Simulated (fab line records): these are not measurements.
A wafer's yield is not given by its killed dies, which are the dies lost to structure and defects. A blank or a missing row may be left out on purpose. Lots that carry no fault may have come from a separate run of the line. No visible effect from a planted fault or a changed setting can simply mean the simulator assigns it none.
fab line records | flow nandHarc
record: lots: 4 | wafers: 12 | lastDay: 32
route steps=1302 shown A_CHANNEL_HOLE_D2@585 END@1302
lots that met no fault: from a run of the same line without faults
startH: hours from the record's opening day to when the first of the lot's shown wafers began | waitH: time in hours since the lot's previous step | " the same as in the row above | L1.1+2: a row that stands for several wafers | - no value, or no start was given | * or withheld: withheld | < > ~ a bound
route shown NAME@n: a module of which the file shows steps, and the number in the route of the first | usual: mean and standard deviation over wafers with no fault | same: alike in all rows | chamber/n: place in a boat | sites: the reading at each site | _std_site: standard deviation of those values | _edge_site: mean of outer sites minus mean of inner sites | radiusMm: for every site, how far away it sits from the centre of the wafer | mask NAME#n: copy n | behind: the most recent tool/chamber to have shaped the wafer | hold: what put the lot on hold/how long, in hours/how the hold closed | device: the n, p or np transistor that did not switch | end of line: at the end of the route, the tests of the same wafers | a step without rows: its recipe alone | killed: the dies lost at the first sort to structure and to defects; this is not the yield of the wafer | map: a wafer's dies, marking killed ones x, the rest . and places with no die _
set.NAME: the setting that was run; set.NAME@STEP: the one run at that earlier step | model.NAME: the simulator's own value behind a step, which no gauge read
lots at selected steps of the route; one table per step, one row per wafer
services: a tool's chamber out of use, with start hour (startH, from the record's first day; less than 0 if before it), hours out, and reason
== steps ==
step: NHARC_A_CHANNEL_HOLE_D2_DESCUM_15
recipe: timeS: 3 | o2FlowSccm: 200 | arFlowSccm: 0 | biasPowerW: 0 | chemistry: O2
step: NHARC_A_CHANNEL_HOLE_D2_ETCH_38
recipe: targetDepthA: 390 | overEtchFrac: 0.3 | timeS: 65 | ionEnergyEv: 80 | cf4FlowSccm: 150 | arFlowSccm: 0 | rfW: 300 | biasW: 100 | chemistry: CF4
step: NHARC_A_CHANNEL_HOLE_D2_ETCH_39
recipe: targetDepthA: 2600 | overEtchFrac: 0.3 | timeS: 325 | ionEnergyEv: 200 | n2FlowSccm: 150 | h2FlowSccm: 150 | arFlowSccm: 0 | rfW: 400 | biasW: 150 | chemistry: N2/H2
step: NHARC_A_CHANNEL_HOLE_D2_ETCH_34
recipe: targetDepthA: 1540 | timeS: 77 | cf4FlowSccm: 100 | chf3FlowSccm: 30 | arFlowSccm: 0 | rfW: 500 | biasW: 200 | chemistry: CF4/CHF3
step: NHARC_A_CHANNEL_HOLE_D2_ETCH_16
recipe: targetDepthA: 31000 | overEtchFrac: 0.3 | timeS: 806 | ionEnergyEv: 150 | o2FlowSccm: 400 | cosFlowSccm: 20 | arFlowSccm: 0 | rfW: 500 | biasW: 300 | chemistry: O2/COS
step: NHARC_A_CHANNEL_HOLE_D2_ETCH_19
recipe: biasV: 1200 | sourceW: 2500 | pressureMtorr: 15 | timeS: 34.5 | arFlowSccm: 375 | c4f8FlowSccm: 28.8 | o2FlowSccm: 96.2 | tempC: -20 | targetDepthA: * | chemistry: C4F8/O2/Ar
step: NHARC_A_CHANNEL_HOLE_D2_ETCH_20
recipe: biasV: 3000 | sourceW: withheld | pressureMtorr: 20 | timeS: 361.9 | arFlowSccm: 375 | c4f8FlowSccm: 89.3 | o2FlowSccm: 35.7 | tempC: -20 | targetDepthA: 16000 | chemistry: C4F8/O2/Ar
step: NHARC_A_CHANNEL_HOLE_D2_ETCH_21
recipe: biasV: 3000 | sourceW: withheld | pressureMtorr: 20 | timeS: 514.3 | arFlowSccm: 375 | c4f8FlowSccm: 89.3 | o2FlowSccm: 35.7 | tempC: -20 | targetDepthA: 16000 | chemistry: C4F8/O2/Ar
step: NHARC_A_CHANNEL_HOLE_D2_ETCH_22
recipe: biasV: 3000 | sourceW: withheld | pressureMtorr: 20 | timeS: 666.7 | arFlowSccm: 375 | c4f8FlowSccm: 89.3 | o2FlowSccm: 35.7 | tempC: -20 | targetDepthA: 16000 | chemistry: C4F8/O2/Ar
step: NHARC_A_CHANNEL_HOLE_D2_ETCH_23
recipe: biasV: 5000 | sourceW: withheld | pressureMtorr: 20 | timeS: 819 | arFlowSccm: 375 | c4f8FlowSccm: 89.3 | o2FlowSccm: 35.7 | tempC: -20 | targetDepthA: 16000 | chemistry: C4F8/O2/Ar
step: NHARC_A_CHANNEL_HOLE_D2_ETCH_24
recipe: biasV: 5000 | sourceW: withheld | pressureMtorr: 20 | timeS: 906.2 | arFlowSccm: 375 | c4f8FlowSccm: 93.8 | o2FlowSccm: 31.2 | tempC: -20 | targetDepthA: 15000 | chemistry: C4F8/O2/Ar
step: NHARC_A_CHANNEL_HOLE_D2_ETCH_25
recipe: biasV: 5000 | sourceW: withheld | pressureMtorr: 20 | timeS: 1040.2 | arFlowSccm: 375 | c4f8FlowSccm: 93.8 | o2FlowSccm: 31.2 | tempC: -20 | targetDepthA: 15000 | chemistry: C4F8/O2/Ar
usual: c4f8FlowSccm: 93.8/0.31 | chamberPressureMTorr: 20.000/0.019 | drypumpMotorCurrentA: 5.8/0.64 | showerheadPlenumPTorr: 3.69/0.1 | throttleValvePct: 32.236/0.0091
lot.wafer | tool       | chamber | startH | waitH | c4f8FlowSccm | chamberPressureMTorr | drypumpMotorCurrentA | rfHoursCounterH | showerheadPlenumPTorr | throttleValvePct
L107.2    | harEtch-01 | 1       | 349.63 | 0.6   | -            | -                    | -                    | -               | -                     | -
L107.4    | "          | 1       | "      | "     | -            | -                    | -                    | -               | -                     | -
L107.6    | "          | 0       | "      | "     | -            | -                    | -                    | -               | -                     | -
L109.1    | harEtch-02 | 1       | 362.15 | 0.6   | -            | -                    | -                    | -               | -                     | -
L109.4    | "          | 1       | "      | "     | -            | -                    | -                    | -               | -                     | -
L109.6    | "          | 0       | "      | "     | -            | -                    | -                    | -               | -                     | -
L117.1    | harEtch-01 | 1       | 441.23 | 0.6   | 93.9         | 20.014               | 6.0                  | 236             | 3.65                  | 32.244
L117.3    | "          | 1       | "      | "     | 93.6         | 19.976               | 6.0                  | -               | 3.65                  | 32.237
L117.6    | "          | 0       | "      | "     | 93.7         | 20.014               | 5.1                  | -               | 3.65                  | 32.243
L123.2    | harEtch-01 | 1       | 493.86 | 0.6   | 93.9         | 20.000               | 6.0                  | 271             | 3.63                  | 32.231
L123.1    | "          | 0       | "      | "     | 93.9         | 19.997               | 5.1                  | 271             | 3.63                  | 32.237
L123.6    | "          | 0       | "      | "     | 93.9         | 19.982               | 5.1                  | -               | 3.63                  | 32.241
step: NHARC_A_CHANNEL_HOLE_D2_ETCH_26
recipe: biasV: 300 | sourceW: 2000 | pressureMtorr: 30 | timeS: 224.1 | arFlowSccm: 375 | c4f8FlowSccm: 11.4 | o2FlowSccm: 113.6 | tempC: -20 | targetDepthA: 3000 | chemistry: C4F8/O2/Ar
step: NHARC_A_CHANNEL_HOLE_D2_ETCH_27
recipe: biasV: 400 | sourceW: 2000 | pressureMtorr: 25 | timeS: 90 | arFlowSccm: 375 | c4f8FlowSccm: 41.7 | o2FlowSccm: 83.3 | tempC: -20 | targetDepthA: 4000 | chemistry: C4F8/O2/Ar
step: NHARC_A_CHANNEL_HOLE_D2_STRIP_41
recipe: n2FlowSccm: 150 | h2FlowSccm: 150 | arFlowSccm: 0 | biasW: 0 | chemistry: N2/H2
step: NHARC_A_CHANNEL_HOLE_D2_STRIP_42
recipe: cf4FlowSccm: 100 | chf3FlowSccm: 30 | arFlowSccm: 0 | biasW: 0 | chemistry: CF4/CHF3
step: NHARC_A_CHANNEL_HOLE_D2_STRIP_43
recipe: o2FlowSccm: 400 | cosFlowSccm: 20 | arFlowSccm: 0 | biasW: 0 | chemistry: O2/COS
step: NHARC_A_CHANNEL_HOLE_D2_ETCH_44
recipe: targetDepthA: 1400 | overetchA: 140 | timeS: 77 | ionEnergyEv: 100 | cf4FlowSccm: 80 | o2FlowSccm: 20 | arFlowSccm: 0 | rfW: 300 | biasW: 100 | chemistry: CF4/O2
usual: biasW: 100.02/0.28 | cf4FlowSccm: 79.98/0.25 | drypumpMotorCurrentA: 5.7/0.49 | oesProductAu: 0.999/0.013 | rfVppV: 198.0/1.4 | showerheadPlenumPTorr: 1.34/0.059 | throttleValvePct: 13.398/0.0093
lot.wafer | tool       | chamber | startH | waitH | biasW  | cf4FlowSccm | drypumpMotorCurrentA | oesProductAu | rfHoursCounterH | rfVppV | showerheadPlenumPTorr | throttleValvePct | model.A_CHANNEL_HOLE_D2.cdNm
L107.4    | rieDiel-08 | 0       | 351.45 | 0.1   | 100.08 | 80.21       | 5.9                  | 1.005        | 7               | 198.8  | 1.41                  | 13.395           | 97.33
L107.2    | "          | 1       | "      | "     | 100.09 | 79.34       | 5.5                  | 1.005        | 8               | 195.7  | 1.26                  | 13.410           | 103.1
L107.6    | "          | 3       | "      | "     | 99.95  | 79.56       | 6.1                  | 1.012        | -               | 197.9  | 1.37                  | 13.392           | 101.2
L109.4    | rieDiel-08 | 0       | 363.97 | 0.0   | 99.81  | 80.16       | 5.9                  | 1.000        | 8               | 199.8  | 1.41                  | 13.401           | 97.7
L109.1    | "          | 3       | "      | "     | 100.15 | 80.06       | 6.1                  | 1.004        | 10              | 200.2  | 1.37                  | 13.415           | 96.92
L109.6    | "          | 0       | "      | "     | 99.71  | 79.82       | 5.9                  | 1.009        | -               | 199.1  | 1.41                  | 13.406           | 97.09
L117.3    | rieDiel-03 | 0       | 443.07 | 0.1   | 99.47  | 79.79       | 5.0                  | 0.981        | 9               | 200.7  | 1.42                  | 13.399           | 91.3
L117.1    | "          | 2       | "      | "     | 99.97  | 80.36       | 4.8                  | 0.983        | 9               | 198.4  | 1.41                  | 13.405           | 88.79
L117.6    | "          | 3       | "      | "     | 100.46 | 80.03       | 4.8                  | 1.006        | -               | 200.8  | 1.41                  | 13.398           | 89.18
L123.1    | rieDiel-03 | 0       | 495.69 | 0.0   | 100.02 | 80.46       | 4.9                  | 1.009        | 1               | 199.6  | 1.42                  | 13.391           | 89.49
L123.2    | "          | 2       | "      | "     | 99.87  | 79.63       | 4.8                  | 1.001        | 1               | 197.9  | 1.41                  | 13.400           | 89.94
L123.6    | "          | 0       | "      | "     | 99.71  | 79.73       | 5.0                  | 1.006        | -               | 199.3  | 1.42                  | 13.400           | 90.38
step: NHARC_A_CHANNEL_HOLE_D2_STRIP_28
recipe: o2FlowSccm: 500 | arFlowSccm: 0 | biasW: 0 | chemistry: O2
step: NHARC_A_CHANNEL_HOLE_D2_PRECLEAN_29
recipe: timeS: * | tempC: 50 | bathAgeMin: 0 | chemistry: SC1
step: NHARC_A_CHANNEL_HOLE_D2_SRD_30
step: NHARC_A_CHANNEL_HOLE_D2_CD_MEAS_31
usual: cdNm: 90.1/1.4
lot.wafer | tool     | chamber | startH | waitH | cdNm
L107.2    | cdSem-01 | -       | 352.26 | -     | 1.3
L107.4    | "        | -       | "      | "     | 1.8
L107.6    | "        | -       | "      | "     | 1.3
L109.1    | cdSem-03 | -       | 364.78 | -     | -0.2
L109.4    | "        | -       | "      | "     | 1.4
L109.6    | "        | -       | "      | "     | 0.2
L117.1    | cdSem-02 | -       | 443.86 | -     | 89.3
L117.3    | "        | -       | "      | "     | 91.6
L117.6    | "        | -       | "      | "     | 89.4
L123.1    | cdSem-01 | -       | 496.48 | -     | 89.3
L123.2    | "        | -       | "      | "     | 90.6
L123.6    | "        | -       | "      | "     | 90.4
step: NHARC_A_CHANNEL_HOLE_D2_XSEM_32
recipe: landingEnergyEv: 35000
usual: botCdNm: 74.8/1.4 | bowNm: 8.61/0.25 | tiltDeg: 0.08/0.038
lot.wafer | tool    | chamber | startH | waitH | botCdNm | bowNm | tiltDeg
L107.2    | xsem-02 | 0       | 352.35 | 0.1   | 1.6     | 0.45  | 0.09
L107.4    | "       | 0       | "      | "     | 1.8     | 0.45  | 0.09
L107.6    | "       | 0       | "      | "     | 1.3     | 0.45  | 0.09
L109.1    | xsem-01 | 0       | 364.86 | 0.1   | 0.3     | 0.16  | 0.06
L109.4    | "       | 0       | "      | "     | 1.8     | 0.16  | 0.06
L109.6    | "       | 0       | "      | "     | 1.0     | 0.16  | 0.06
L117.1    | xsem-02 | 0       | 443.95 | 0.1   | 74.2    | 8.11  | 0.10
L117.3    | "       | 0       | "      | "     | 76.3    | 8.13  | 0.10
L117.6    | "       | 0       | "      | "     | 74.5    | 8.15  | 0.10
L123.1    | xsem-02 | 0       | 496.57 | 0.1   | 73.8    | 8.76  | 0.12
L123.2    | "       | 0       | "      | "     | 75.1    | 8.78  | 0.12
L123.6    | "       | 0       | "      | "     | 75.5    | 8.76  | 0.12
step: NHARC_END_SORT_01
recipe: tempC: 25
usual: killedAtArray: 57/18 | killedAtOther: 0.9/1.3 | killedAtPeriphery: 3.5/2.2 | killedDies: 62/18 | killedOpen: 3.0/1.7 | killedShort: 2.3/1.5
same: grossDies: 677
lot.wafer | tool      | chamber | startH | waitH | killedAtArray | killedAtOther | killedAtPeriphery | killedDies | killedOpen | killedShort
L107.2    | prober-01 | 0       | 623.03 | 2.8   | 674           | 1             | 2                 | 677        | 2          | 3
L107.4    | prober-01 | 0       | 624.64 | 3.4   | 674           | 1             | 2                 | 677        | 5          | 3
L107.6    | prober-01 | 0       | 626.25 | 4.0   | 674           | 2             | 1                 | 677        | 1          | 5
L109.1    | prober-01 | 0       | 643.76 | 2.5   | 664           | 3             | 10                | 677        | 2          | 2
L109.4    | prober-01 | 0       | 646.17 | 3.4   | 669           | 1             | 7                 | 677        | 4          | 2
L109.6    | prober-01 | 0       | 647.77 | 4.0   | 669           | 0             | 8                 | 677        | 2          | 2
killed by level:class
L107.2 A_CHANNEL_HOLE_D2:areaEtch=630 A_CHANNEL_HOLE_D1:chamberFilmFlake=31 A_CHANNEL_HOLE_D2:chamberFilmFlake=7 P_M0:geometricParticle:short=1 A_CHANNEL_FILL_D1:geometricParticle:short=1 A_SGD_CUT:geometricParticle:open=1 A_WL_FILL:geometricParticle:open=1 A_WL_FILL:geometricParticle:short=1
L107.4 A_CHANNEL_HOLE_D2:areaEtch=614 A_CHANNEL_HOLE_D1:chamberFilmFlake=36 A_CHANNEL_HOLE_D2:chamberFilmFlake=10 A_CONTACT:chamberFilmFlake=3 A_STAIRCASE:chamberFilmFlake=2 P_GATE:geometricParticle:short=1 A_ONON_D1:geometricParticle:short=1 A_DECK1_JOINT:geometricParticle:open=1
L107.6 A_CHANNEL_HOLE_D2:areaEtch=615 A_CHANNEL_HOLE_D1:chamberFilmFlake=39 A_CHANNEL_HOLE_D2:chamberFilmFlake=7 A_CHANNEL_HOLE_D2:geometricParticle:short=2 A_STAIRCASE:chamberFilmFlake=2 A_WL_FILL:chamberFilmFlake=2 A_CONTACT:chamberFilmFlake=2 THIN_TSV:chamberFilmFlake=2
L109.1 A_CHANNEL_HOLE_D2:areaEtch=620 A_CHANNEL_HOLE_D2:chamberFilmFlake=29 P_BONDPAD:chamberFilmFlake=4 A_CONTACT:chamberFilmFlake=4 A_CHANNEL_HOLE_D1:chamberFilmFlake=3 A_STAIRCASE:chamberFilmFlake=3 P_CONTACT:chamberFilmFlake=2 A_CHANNEL_FILL_D1:chamberFilmFlake=2
L109.4 A_CHANNEL_HOLE_D2:areaEtch=617 A_CHANNEL_HOLE_D2:chamberFilmFlake=33 A_CHANNEL_HOLE_D1:chamberFilmFlake=7 P_BONDPAD:chamberFilmFlake=5 A_CHANNEL_FILL_D2:geometricParticle:open=2 P_STI:chamberFilmFlake=2 A_CONTACT:chamberFilmFlake=2 A_ONON_D2:geometricParticle:short=1
L109.6 A_CHANNEL_HOLE_D2:areaEtch=620 A_CHANNEL_HOLE_D2:chamberFilmFlake=33 A_CONTACT:chamberFilmFlake=5 P_GATE:chamberFilmFlake=3 P_CONTACT:chamberFilmFlake=3 A_WL_FILL:chamberFilmFlake=3 A_CHANNEL_HOLE_D1:chamberFilmFlake=2 A_CHANNEL_FILL_D1:chamberFilmFlake=2
map L107.2 (x killed, . not)
____________x____________
_________xxxxxxx_________
_______xxxxxxxxxxx_______
______xxxxxxxxxxxxx______
_____xxxxxxxxxxxxxxx_____
____xxxxxxxxxxxxxxxxx____
____xxxxxxxxxxxxxxxxx____
___xxxxxxxxxxxxxxxxxxx___
___xxxxxxxxxxxxxxxxxxx___
__xxxxxxxxxxxxxxxxxxxxx__
__xxxxxxxxxxxxxxxxxxxxx__
_xxxxxxxxxxxxxxxxxxxxxxx_
_xxxxxxxxxxxxxxxxxxxxxxx_
_xxxxxxxxxxxxxxxxxxxxxxx_
_xxxxxxxxxxxxxxxxxxxxxxx_
_xxxxxxxxxxxxxxxxxxxxxxx_
xxxxxxxxxxxxxxxxxxxxxxxxx
xxxxxxxxxxxxxxxxxxxxxxxxx
xxxxxxxxxxxxxxxxxxxxxxxxx
xxxxxxxxxxxxxxxxxxxxxxxxx
xxxxxxxxxxxxxxxxxxxxxxxxx
_xxxxxxxxxxxxxxxxxxxxxxx_
_xxxxxxxxxxxxxxxxxxxxxxx_
_xxxxxxxxxxxxxxxxxxxxxxx_
_xxxxxxxxxxxxxxxxxxxxxxx_
_xxxxxxxxxxxxxxxxxxxxxxx_
__xxxxxxxxxxxxxxxxxxxxx__
__xxxxxxxxxxxxxxxxxxxxx__
___xxxxxxxxxxxxxxxxxxx___
___xxxxxxxxxxxxxxxxxxx___
____xxxxxxxxxxxxxxxxx____
____xxxxxxxxxxxxxxxxx____
_____xxxxxxxxxxxxxxx_____
______xxxxxxxxxxxxx______
_______xxxxxxxxxxx_______
_________xxxxxxx_________
____________x____________
map L109.1 (x killed, . not)
____________x____________
_________xxxxxxx_________
_______xxxxxxxxxxx_______
______xxxxxxxxxxxxx______
_____xxxxxxxxxxxxxxx_____
____xxxxxxxxxxxxxxxxx____
____xxxxxxxxxxxxxxxxx____
___xxxxxxxxxxxxxxxxxxx___
___xxxxxxxxxxxxxxxxxxx___
__xxxxxxxxxxxxxxxxxxxxx__
__xxxxxxxxxxxxxxxxxxxxx__
_xxxxxxxxxxxxxxxxxxxxxxx_
_xxxxxxxxxxxxxxxxxxxxxxx_
_xxxxxxxxxxxxxxxxxxxxxxx_
_xxxxxxxxxxxxxxxxxxxxxxx_
_xxxxxxxxxxxxxxxxxxxxxxx_
xxxxxxxxxxxxxxxxxxxxxxxxx
xxxxxxxxxxxxxxxxxxxxxxxxx
xxxxxxxxxxxxxxxxxxxxxxxxx
xxxxxxxxxxxxxxxxxxxxxxxxx
xxxxxxxxxxxxxxxxxxxxxxxxx
_xxxxxxxxxxxxxxxxxxxxxxx_
_xxxxxxxxxxxxxxxxxxxxxxx_
_xxxxxxxxxxxxxxxxxxxxxxx_
_xxxxxxxxxxxxxxxxxxxxxxx_
_xxxxxxxxxxxxxxxxxxxxxxx_
__xxxxxxxxxxxxxxxxxxxxx__
__xxxxxxxxxxxxxxxxxxxxx__
___xxxxxxxxxxxxxxxxxxx___
___xxxxxxxxxxxxxxxxxxx___
____xxxxxxxxxxxxxxxxx____
____xxxxxxxxxxxxxxxxx____
_____xxxxxxxxxxxxxxx_____
______xxxxxxxxxxxxx______
_______xxxxxxxxxxx_______
_________xxxxxxx_________
____________x____________
== services ==
tool       | chamber | startH | hours | kind
rieDiel-03 | 0       | 339.30 | -     | clean
rieDiel-03 | 1       | 339.30 | -     | clean
rieDiel-03 | 2       | 339.30 | -     | clean
rieDiel-03 | 3       | 339.30 | -     | clean
rieDiel-08 | 0       | 347.04 | -     | clean
rieDiel-08 | 1       | 347.04 | -     | clean
rieDiel-08 | 2       | 347.04 | -     | clean
rieDiel-08 | 3       | 347.04 | -     | clean
rieDiel-03 | 0       | 363.80 | -     | clean
rieDiel-03 | 1       | 363.80 | -     | clean
rieDiel-03 | 2       | 363.80 | -     | clean
rieDiel-03 | 3       | 363.80 | -     | clean
rieDiel-08 | -       | 367.80 | 9.0   | pm
rieDiel-08 | 0       | 367.80 | 9.0   | ventCycle
xsem-01    | -       | 374.00 | 14.0  | pm
rieDiel-08 | 0       | 379.75 | 2.5   | repair
harEtch-02 | -       | 380.83 | 17.0  | pm
rieDiel-08 | 1       | 410.85 | 5.3   | repair
rieDiel-03 | 0       | 412.45 | 2.4   | repair
rieDiel-08 | 2       | 415.98 | 11.1  | repair
rieDiel-08 | 2       | 451.25 | 6.7   | repair
rieDiel-03 | -       | 458.30 | 9.0   | pm
rieDiel-08 | 2       | 476.36 | 7.0   | repair
xsem-02    | -       | 481.06 | 2.4   | repair
== key ==
firstSign: step: NHARC_A_CHANNEL_HOLE_D2_ETCH_25 | reading: toolRecord | direction: missing
effect: step: NHARC_A_CHANNEL_HOLE_D2_CD_MEAS_31 | reading: cdNm | direction: down | sigmas: 63 | usual: 90.1 | struck: 1.0
effect: step: NHARC_A_CHANNEL_HOLE_D2_XSEM_32 | reading: botCdNm | direction: down | sigmas: 51 | usual: 74.8 | struck: 1.3
effect: step: NHARC_END_SORT_01 | reading: killedDies | direction: up | sigmas: 35 | usual: 62 | struck: 677
modelEffect: step: NHARC_A_CHANNEL_HOLE_D2_ETCH_44 | value: A_CHANNEL_HOLE_D2.cdNm | without: 90.67 | struck: 98.89
moreKillsBornAt: NHARC_A_CHANNEL_HOLE_D2_ETCH_25@harEtch-01: 1859 | NHARC_A_CHANNEL_HOLE_D2_ETCH_25@harEtch-02: 1857
metAt NHARC_A_CHANNEL_HOLE_D2_ETCH_25
struckWafers L107.2,L107.4,L107.6,L109.1,L109.4,L109.6
laterRowsLeftOut L107.2,L107.4,L107.6,L109.1,L109.4,L109.6
testerLeftOut L107,L109
fault: kind: skippedStepWhole | tool: harEtch-01,harEtch-02 | chamber: - | onsetH: 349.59 | steps: NHARC_A_CHANNEL_HOLE_D2_ETCH_25 | scope: struckLotsOnly
testerLeftOut: of these lots the tester's yield and bins aren't shown, on N5 and GAA mostly nor the transistor test; their killed dies are dies lost to structure and defects alone, not to doping, threshold or leakage, so they don't give the yield
laterRowsLeftOut: the simulator's readings of these wafers behind a module that went badly wrong aren't trusted and aren't shown, but for the sort
